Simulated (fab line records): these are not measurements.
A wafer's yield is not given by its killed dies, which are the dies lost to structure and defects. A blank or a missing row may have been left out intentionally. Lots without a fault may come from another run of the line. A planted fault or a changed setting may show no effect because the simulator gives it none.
fab line records	flow nandHarc
record lots=7	wafers=20	lastDay=33
route steps=1302 shown A_STAIRCASE@672 END@1302
lots untouched by any fault: they come from a run of this same line in which no faults occurred
startH: hours from the record's opening day to when the first of the lot's shown wafers began	waitH: time in hours since the lot's previous step	" unchanged from the row above	L1.1+2: several wafers, shown together as one row	- no value, or no start given	* or withheld: withheld	< > ~ a bound
route shown NAME@n: a module of which the file shows steps, and the number in the route of the first	usual: mean and standard deviation over wafers with no fault	same: alike in all rows	chamber/n: place in a boat	sites: the reading at each site	_std_site: the values' standard deviation	_edge_site: the outer-site mean with the inner-site mean subtracted	radiusMm: how far each site lies from the wafer's centre	mask NAME#n: copy n	behind: the tool/chamber that last shaped the wafer	hold: why the lot went on hold/how many hours it stayed there/how the hold came to an end	device: the n, p or np transistor that did not switch	end of line: the same wafers' tests at the end of the route	step lacking rows: just its recipe	killed: dies that structure and defects cost at the first sort, which is not the same as the wafer's yield	map: per-die view of a wafer (x killed, . not killed, _ where there is no die)
set.NAME: the setting that was run; set.NAME@STEP: the one run at that earlier step	model.NAME: the simulator's own value behind a step, which no gauge read
lots seen at some steps along the route; tables by step, rows by wafer
services: the hour from which a tool's chamber was out of use, counted from the record's first day as startH (under 0 if before that day), plus the number of hours and why
## steps
# step NHARC_A_STAIRCASE_TRIM_16
# recipe timeS=211.2	o2FlowSccm=500	arFlowSccm=0	biasW=0	chemistry=O2
# step NHARC_A_STAIRCASE_ETCH_17
# recipe targetDepthA=1000	timeS=40.5	ionEnergyEv=400	c4f8FlowSccm=20	o2FlowSccm=10	arFlowSccm=withheld	rfW=600	biasW=1000	chemistry=C4F8/O2
# step NHARC_A_STAIRCASE_TRIM_18
# recipe timeS=211.2	o2FlowSccm=500	arFlowSccm=0	biasW=0	chemistry=O2
# step NHARC_A_STAIRCASE_ETCH_19
# recipe targetDepthA=1000	timeS=40.5	ionEnergyEv=400	c4f8FlowSccm=20	o2FlowSccm=10	arFlowSccm=withheld	rfW=600	biasW=1000	chemistry=C4F8/O2
# usual oesProductAu=0.935/0.012	rfFwdPowerW=592/3.1	rfVppV=897/6.3	runLengthS=61.8/0.44
lot.wafer	tool	chamber	startH	waitH	oesProductAu	rfFwdPowerW	rfHoursCounterH	rfVppV	runLengthS
L183.4	rieDiel-04	0	-	-	0.946	596	6	893	61.4
L183.6	"	3	"	"	0.923	586	-	888	61.8
L183.5	"	0	"	"	0.945	595	-	893	61.5
L186.2	rieDiel-06	2	-	-	0.917	591	27	905	62.2
L186.3	"	3	"	"	0.936	593	27	899	61.3
L186.4	"	0	"	"	0.918	592	28	900	62.7
L189.3	rieDiel-01	0	-	-	0.932	596	15	896	62.0
L189.4	"	3	"	"	0.932	590	13	889	61.9
L189.5	"	1	"	"	0.907	591	-	899	61.4
L191.2	rieDiel-04	0	-	-	0.925	593	29	893	61.4
L191.1	"	3	"	"	0.936	585	29	886	61.5
L197.2	rieDiel-04	0	-	-	0.931	594	49	892	61.4
L197.6	"	3	"	"	0.933	585	-	886	62.0
L197.5	"	0	"	"	0.933	592	-	892	61.7
L198.4	rieDiel-04	2	-	-	0.921	592	49	905	61.4
L198.1	"	3	"	"	0.931	586	52	886	61.4
L198.2	"	0	"	"	0.941	593	49	893	61.8
L203.1	rieDiel-06	3	-	-	0.956	594	28	899	61.8
L203.5	"	3	"	"	0.967	595	-	899	61.6
L203.6	"	0	"	"	0.937	590	-	899	62.9
# step NHARC_A_STAIRCASE_TRIM_20
# recipe timeS=211.2	o2FlowSccm=500	arFlowSccm=0	biasW=0	chemistry=O2
# usual drypumpMotorCurrentA=5.8/0.54	oesProductAu=0.991/0.012	rfVppV=57.8/0.89	showerheadPlenumPTorr=3.57/0.17	throttleValvePct=17.036/0.0089
lot.wafer	tool	chamber	startH	waitH	drypumpMotorCurrentA	oesProductAu	rfHoursCounterH	rfVppV	showerheadPlenumPTorr	throttleValvePct
L183.4	rieDiel-01	1	392.08	0.1	6.5	0.969	0	59.4	3.63	17.037
L183.5	"	1	"	"	6.4	0.979	-	56.8	3.63	17.038
L183.6	"	2	"	"	5.7	0.998	-	57.5	3.40	17.039
L186.4	rieDiel-01	1	414.73	0.1	6.4	0.979	10	57.4	3.62	17.029
L186.2	"	3	"	"	5.2	1.007	7	56.4	3.35	17.028
L186.3	"	0	"	"	5.0	0.995	9	57.8	3.49	17.051
L189.4	rieDiel-01	3	431.49	0.1	5.2	1.007	13	56.9	3.35	17.024
L189.3	"	2	"	"	5.7	0.989	14	56.7	3.39	17.029
L189.5	"	3	"	"	5.2	0.995	-	57.1	3.34	17.025
L191.2	rieDiel-01	0	461.50	0.1	5.1	0.992	22	57.9	3.48	17.031
L191.1	"	1	"	"	6.4	0.983	23	57.9	3.61	17.038
L197.2	rieDiel-06	2	510.61	0.1	5.3	0.985	5	59.3	3.78	17.030
L197.5	"	2	"	"	5.3	0.988	-	58.1	3.78	17.040
L197.6	"	3	"	"	6.0	1.016	-	58.2	3.60	17.023
L198.1	rieDiel-06	1	516.20	0.1	6.8	0.982	7	56.2	3.74	17.035
L198.4	"	3	"	"	6.0	1.026	7	57.0	3.60	17.036
L198.2	"	0	"	"	5.8	0.987	7	58.9	3.62	17.049
L203.1	rieDiel-04	3	573.32	0.1	6.2	1.010	10	57.8	3.80	17.043
L203.6	"	2	"	"	5.9	0.979	-	59.0	3.77	17.050
L203.5	"	3	"	"	6.2	1.014	-	58.3	3.80	17.054
# step NHARC_A_STAIRCASE_ETCH_21
# recipe targetDepthA=1000	timeS=40.5	ionEnergyEv=400	c4f8FlowSccm=20	o2FlowSccm=10	arFlowSccm=withheld	rfW=600	biasW=1000	chemistry=C4F8/O2
# step NHARC_A_STAIRCASE_TRIM_22
# recipe timeS=211.2	o2FlowSccm=500	arFlowSccm=0	biasW=0	chemistry=O2
# step NHARC_A_STAIRCASE_ETCH_23
# recipe targetDepthA=1000	timeS=40.5	ionEnergyEv=400	c4f8FlowSccm=20	o2FlowSccm=10	arFlowSccm=withheld	rfW=600	biasW=1000	chemistry=C4F8/O2
# usual oesProductAu=0.940/0.017	rfFwdPowerW=592/3.2	rfVppV=897/6	runLengthS=61.8/0.43
lot.wafer	tool	chamber	startH	waitH	oesProductAu	rfFwdPowerW	rfHoursCounterH	rfVppV	runLengthS
L183.4	rieDiel-01	1	-	-	0.913	587	0	900	61.3
L183.5	"	1	"	"	0.928	591	-	900	61.2
L183.6	"	2	"	"	0.946	587	-	890	61.8
L186.4	rieDiel-01	3	-	-	0.923	594	8	889	62.4
L186.3	"	0	"	"	0.914	594	10	895	62.5
L186.2	"	2	"	"	0.930	590	8	890	61.5
L189.4	rieDiel-01	1	-	-	0.937	588	16	899	61.3
L189.3	"	3	"	"	0.943	595	13	890	61.7
L189.5	"	2	"	"	0.963	589	-	890	62.2
L191.2	rieDiel-01	1	-	-	0.946	588	23	900	61.2
L191.1	"	0	"	"	0.943	594	23	895	61.9
L197.2	rieDiel-06	1	-	-	0.960	592	5	902	61.3
L197.6	"	2	"	"	0.956	589	-	906	62.2
L197.5	"	3	"	"	0.963	594	-	897	61.5
L198.2	rieDiel-06	0	-	-	0.959	590	7	900	62.6
L198.1	"	1	"	"	0.938	593	7	904	61.3
L198.4	"	2	"	"	0.940	590	7	905	62.1
L203.1	rieDiel-04	1	-	-	0.938	593	8	887	61.5
L203.6	"	2	"	"	0.919	595	-	905	61.5
L203.5	"	3	"	"	0.978	585	-	906	61.2
# step NHARC_A_STAIRCASE_TRIM_24
# recipe timeS=211.2	o2FlowSccm=500	arFlowSccm=0	biasW=0	chemistry=O2
# step NHARC_A_STAIRCASE_ETCH_25
# recipe targetDepthA=1000	timeS=40.5	ionEnergyEv=400	c4f8FlowSccm=20	o2FlowSccm=10	arFlowSccm=withheld	rfW=600	biasW=1000	chemistry=C4F8/O2
# usual oesProductAu=0.939/0.015	rfFwdPowerW=592/3.2	rfVppV=897/6.1	runLengthS=61.8/0.43
lot.wafer	tool	chamber	startH	waitH	oesProductAu	rfFwdPowerW	rfHoursCounterH	rfVppV	runLengthS
L183.4	rieDiel-01	3	-	-	0.963	592	0	889	62.6
L183.6	"	2	"	"	0.953	587	-	892	61.5
L183.5	"	3	"	"	0.963	594	-	890	62.2
L186.2	rieDiel-01	3	-	-	0.933	593	8	888	61.6
L186.4	"	0	"	"	0.917	596	10	895	61.8
L186.3	"	1	"	"	0.909	585	11	899	61.5
L189.3	rieDiel-01	1	-	-	0.941	589	16	898	61.2
L189.4	"	0	"	"	0.937	594	15	895	61.9
L189.5	"	1	"	"	0.933	589	-	900	61.3
L191.1	rieDiel-01	3	-	-	0.941	592	20	888	62.0
L191.2	"	1	"	"	0.946	588	23	900	61.6
L197.2	rieDiel-06	2	-	-	0.955	591	6	905	62.7
L197.5	"	2	"	"	0.949	594	-	908	62.1
L197.6	"	3	"	"	0.964	594	-	898	61.7
L198.4	rieDiel-06	3	-	-	0.969	593	8	899	61.8
L198.1	"	0	"	"	0.951	592	8	900	62.3
L198.2	"	1	"	"	0.929	593	7	903	61.6
L203.1	rieDiel-04	3	-	-	0.971	584	11	906	61.7
L203.6	"	3	"	"	0.968	583	-	907	61.7
L203.5	"	0	"	"	0.947	593	-	893	61.5
# step NHARC_A_STAIRCASE_TRIM_26
# recipe timeS=211.2	o2FlowSccm=500	arFlowSccm=0	biasW=0	chemistry=O2
# usual drypumpMotorCurrentA=5.8/0.5	oesProductAu=0.993/0.012	rfVppV=57.9/0.89	showerheadPlenumPTorr=3.55/0.17	throttleValvePct=17.037/0.009
lot.wafer	tool	chamber	startH	waitH	drypumpMotorCurrentA	oesProductAu	rfHoursCounterH	rfVppV	showerheadPlenumPTorr	throttleValvePct
L183.4	rieDiel-01	2	-	-	5.7	0.996	0	58.0	3.40	17.041
L183.5	"	2	"	"	5.7	1.003	-	57.5	3.40	17.054
L183.6	"	3	"	"	5.2	0.999	-	57.3	3.35	17.040
L186.2	rieDiel-01	3	-	-	5.2	1.006	8	56.2	3.35	17.046
L186.4	"	0	"	"	5.1	0.999	10	58.9	3.48	17.040
L186.3	"	1	"	"	6.4	0.974	11	57.6	3.62	17.031
L189.4	rieDiel-01	1	-	-	6.4	0.978	16	57.3	3.62	17.029
L189.3	"	0	"	"	5.1	0.991	15	56.4	3.48	17.048
L189.5	"	1	"	"	6.4	0.974	-	58.0	3.62	17.049
L191.1	rieDiel-01	1	-	-	6.4	0.979	23	58.4	3.61	17.033
L191.2	"	2	"	"	5.7	0.998	21	57.2	3.39	17.042
L197.2	rieDiel-06	3	-	-	6.0	1.025	6	57.3	3.60	17.028
L197.5	"	2	"	"	5.3	0.997	-	58.9	3.78	17.042
L197.6	"	3	"	"	6.0	1.029	-	57.3	3.60	17.042
L198.1	rieDiel-06	2	-	-	5.2	0.991	7	58.3	3.77	17.048
L198.4	"	3	"	"	6.1	1.012	8	57.4	3.60	17.046
L198.2	"	0	"	"	5.8	0.997	8	58.9	3.62	17.039
L203.1	rieDiel-04	3	-	-	6.3	1.018	11	58.7	3.80	17.047
L203.5	"	1	"	"	5.7	0.993	-	57.3	3.30	17.057
L203.6	"	2	"	"	5.9	0.983	-	58.7	3.77	17.044
# step NHARC_A_STAIRCASE_ETCH_27
# recipe targetDepthA=1000	timeS=40.5	ionEnergyEv=400	c4f8FlowSccm=20	o2FlowSccm=10	arFlowSccm=withheld	rfW=600	biasW=1000	chemistry=C4F8/O2
# usual oesProductAu=0.937/0.013	rfFwdPowerW=592/3.1	rfVppV=897/6.1	runLengthS=61.8/0.4
lot.wafer	tool	chamber	startH	waitH	oesProductAu	rfFwdPowerW	rfHoursCounterH	rfVppV	runLengthS
L183.4	rieDiel-01	3	392.99	-	0.957	594	0	889	61.8
L183.5	"	0	"	"	0.944	598	-	895	62.1
L183.6	"	1	"	"	0.919	588	-	900	61.6
L186.2	rieDiel-01	1	416.93	-	0.933	590	11	900	71.1
L186.3	"	2	"	"	0.938	589	10	891	61.7
L186.4	"	3	"	"	0.945	595	10	888	71.6
L189.3	rieDiel-01	0	432.38	-	0.929	594	15	896	61.9
L189.4	"	1	"	"	0.930	588	16	898	71.2
L189.5	"	2	"	"	0.939	589	-	889	62.4
L191.1	rieDiel-01	3	462.39	-	0.939	595	20	889	61.6
L191.2	"	1	"	"	0.934	589	24	900	70.8
L197.2	rieDiel-06	0	511.51	-	0.943	594	6	899	62.7
L197.5	"	2	"	"	0.933	592	-	905	61.9
L197.6	"	3	"	"	0.953	599	-	898	61.6
L198.2	rieDiel-06	0	517.28	-	0.931	590	8	899	62.3
L198.1	"	1	"	"	0.913	592	7	904	61.9
L198.4	"	2	"	"	0.929	594	7	905	62.3
L203.1	rieDiel-04	0	574.20	-	0.954	593	9	891	61.2
L203.6	"	1	"	"	0.925	590	-	888	61.5
L203.5	"	2	"	"	0.914	591	-	903	61.9
# step NHARC_END_SORT_01
# recipe tempC=25
# usual killedAtArray=47/18	killedAtOther=0.9/1.1	killedAtPeriphery=4/3.1	killedDies=52/18	killedOpen=3.1/1.5	killedShort=2.4/1.5
# same grossDies=677
lot.wafer	tool	chamber	startH	waitH	killedAtArray	killedAtOther	killedAtPeriphery	killedDies	killedOpen	killedShort
L186.2	prober-02	0	624.76	2.8	262	3	4	269	5	2
L186.3	prober-02	0	625.55	3.1	26	2	8	36	7	1
L186.4	prober-02	0	626.33	3.4	204	3	7	214	3	3
L189.3	prober-01	0	641.19	3.1	76	0	6	82	1	3
L189.4	prober-01	0	641.97	3.4	251	0	11	262	5	2
L189.5	prober-01	0	642.76	3.7	63	0	8	71	5	4
# killed by level:class
L186.2 A_STAIRCASE:areaEtch=243 A_CHANNEL_HOLE_D2:chamberFilmFlake=6 A_CHANNEL_FILL_D1:chamberFilmFlake=3 THIN_TSV:chamberFilmFlake=3 A_CONTACT:chamberFilmFlake=2 P_GATE:chamberFilmFlake=2 A_WL_FILL:chamberFilmFlake=2 P_CONTACT:geometricParticle:short=1
L186.3 P_GATE:chamberFilmFlake=7 A_CHANNEL_HOLE_D2:chamberFilmFlake=7 A_WL_FILL:chamberFilmFlake=4 A_CHANNEL_FILL_D1:chamberFilmFlake=3 A_SOURCE_PLATE:geometricParticle:open=2 A_DECK1_JOINT:geometricParticle:open=2 A_CONTACT:chamberFilmFlake=2 P_M2:geometricParticle:open=1
L186.4 A_STAIRCASE:areaEtch=171 A_CHANNEL_HOLE_D2:chamberFilmFlake=13 A_WL_FILL:chamberFilmFlake=6 P_GATE:chamberFilmFlake=5 A_CHANNEL_HOLE_D1:chamberFilmFlake=3 A_STAIRCASE:chamberFilmFlake=3 THIN_TSV:chamberFilmFlake=3 A_CHANNEL_FILL_D1:chamberFilmFlake=2
L189.3 A_CHANNEL_HOLE_D2:chamberFilmFlake=33 A_SLIT:chamberFilmFlake=23 A_CONTACT:chamberFilmFlake=10 P_CONTACT:chamberFilmFlake=3 A_M1:chamberFilmFlake=3 P_STI:chamberFilmFlake=2 P_CONTACT:geometricParticle:short=1 A_CHANNEL_FILL_D1:geometricParticle:open=1
L189.4 A_STAIRCASE:areaEtch=183 A_SLIT:chamberFilmFlake=26 A_CHANNEL_HOLE_D2:chamberFilmFlake=16 A_CONTACT:chamberFilmFlake=6 P_STI:chamberFilmFlake=5 P_CONTACT:chamberFilmFlake=5 A_DECK1_JOINT:chamberFilmFlake=5 A_WL_FILL:geometricParticle:open=2
L189.5 A_SLIT:chamberFilmFlake=25 A_CHANNEL_HOLE_D2:chamberFilmFlake=13 P_CONTACT:chamberFilmFlake=5 A_CONTACT:chamberFilmFlake=5 A_CHANNEL_HOLE_D1:chamberFilmFlake=3 A_CHANNEL_FILL_D2:chamberFilmFlake=3 P_STI:chamberFilmFlake=2 A_DECK1_JOINT:chamberFilmFlake=2
# map L186.2 (x killed, . not)
____________x____________
_________xxxxxxx_________
_______xxxxxxxxxxx_______
______xxxxxxxxxxxxx______
_____xxxxxxxxxxxxxxx_____
____xxxxxx.xxxxxxxxxx____
____xxxxxx.x.x.xxxxxx____
___xxxx....x.....xxxxx___
___xxx....x..x...xxxxx___
__xxx...x.........xxxxx__
__xxxx..........x..xxxx__
_xxxxx......x.....xxxxxx_
_xxxx............x..xxxx_
_xxx................xxxx_
_xx.x..............xxxxx_
_xx...................xx_
xxx...................xxx
xx..................xxxxx
xxx...........x......xxxx
xx....................xxx
x.....................xxx
_x......x........x...xxx_
_x................x.xxxx_
_.x...............x..xxx_
_x..................xxxx_
_xx.................xxxx_
__x..................xx__
__x.x..x.............xx__
___x..............x.xx___
___xxx.............x.x___
____xx.x...........xx____
____xxxx...x.x...xxxx____
_____.x..........xxx_____
______xxx.x....xxxx______
_______xx.x...x.xx_______
_________.x.xxxx_________
____________x____________
# map L189.4 (x killed, . not)
____________x____________
_________xxxxxxx_________
_______xxxxxxxxxxx_______
______xxxxxxxxxxxxx______
_____xxxxxxxxxxxxxxx_____
____xxxxxx..x.xxxx.xx____
____xxxxx.xx.xxxxxxxx____
___xxx..xx.x.x...xxxxx___
___xxxxx.x..x...xxxxxx___
__xxx.x.........x...xxx__
__xxxxx.....x.......xxx__
_xxxxx..........x..xxxxx_
_xxx.......x...xx...xx.x_
_x.x....x.............xx_
_xxxxxx................._
_.xxxx.x..x......x....xx_
xx.xxx...............xxxx
xx.....................xx
xx.x..x...x.............x
xxx....x..........x......
xx.x......x......x.....xx
_xxx...x.x.............._
_x.................x...x_
_x.x...................x_
_xx.x..x.........x......_
_xxx...................._
__.xxx.................__
__xxx.xx...........x..x__
___xxxxx.x......x.....___
___xxxxxx..........x.x___
____x..x..x.........x____
____x..xxxx.........x____
_____.x.xxxx......x._____
______xxx.x....x...______
_______xxxxx......_______
_________x..xxx._________
____________.____________
## services
tool	chamber	startH	hours	kind
rieDiel-01	-	381.16	9.0	pm
rieDiel-01	0	381.16	9.0	ventCycle
rieDiel-01	1	381.16	9.0	ventCycle
rieDiel-01	2	381.16	9.0	ventCycle
rieDiel-01	3	381.16	9.0	ventCycle
rieDiel-01	0	390.16	-	clean
rieDiel-01	0	390.16	-	consumableReplace:focusRing
rieDiel-01	1	390.16	-	clean
rieDiel-01	1	390.16	-	consumableReplace:esc
rieDiel-01	2	390.16	-	clean
rieDiel-01	3	390.16	-	clean
rieDiel-01	3	390.16	-	consumableReplace:esc
rieDiel-01	0	414.66	-	clean
rieDiel-01	1	414.66	-	clean
rieDiel-01	2	414.66	-	clean
rieDiel-01	3	414.66	-	clean
rieDiel-04	3	427.19	12.8	repair
rieDiel-01	0	439.16	-	clean
rieDiel-01	1	439.16	-	clean
rieDiel-01	2	439.16	-	clean
rieDiel-06	-	484.32	9.0	pm
rieDiel-04	2	498.99	9.0	repair
rieDiel-04	-	533.69	9.0	pm
rieDiel-01	-	558.16	9.0	pm
## key
firstSign step=NHARC_A_STAIRCASE_ETCH_27	reading=runLengthS	direction=up	sigmas=23	usual=*	struck=*
effect step=NHARC_END_SORT_01	reading=killedAtArray	direction=up	sigmas=11	usual=47	struck=239
moreKillsBornAt NHARC_A_STAIRCASE_ETCH_27@rieDiel-01=597
metAt NHARC_A_STAIRCASE_ETCH_27
struckWafers L186.2,L186.4,L189.4,L191.2
sortLeftOut L191.2
testerLeftOut L186,L189,L191
onsetBetween 392.99 416.93
fault kind=processParameterDrift	tool=rieDiel-01	chamber=-	onsetH=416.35	steps=NHARC_A_STAIRCASE_ETCH_27	channel=timeS	offset=*	shape=step	endH=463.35	scope=struckWafersOnly	actsIn=*	stated=*
# testerLeftOut: of these lots the tester's yield and bins aren't shown, on N5 and GAA mostly nor the transistor test; their killed dies are dies lost to structure and defects alone, not to doping, threshold or leakage, so they don't give the yield
# sortLeftOut: the simulated sort isn't trusted on such a fault, so these wafers' sort isn't shown, and their yield isn't known
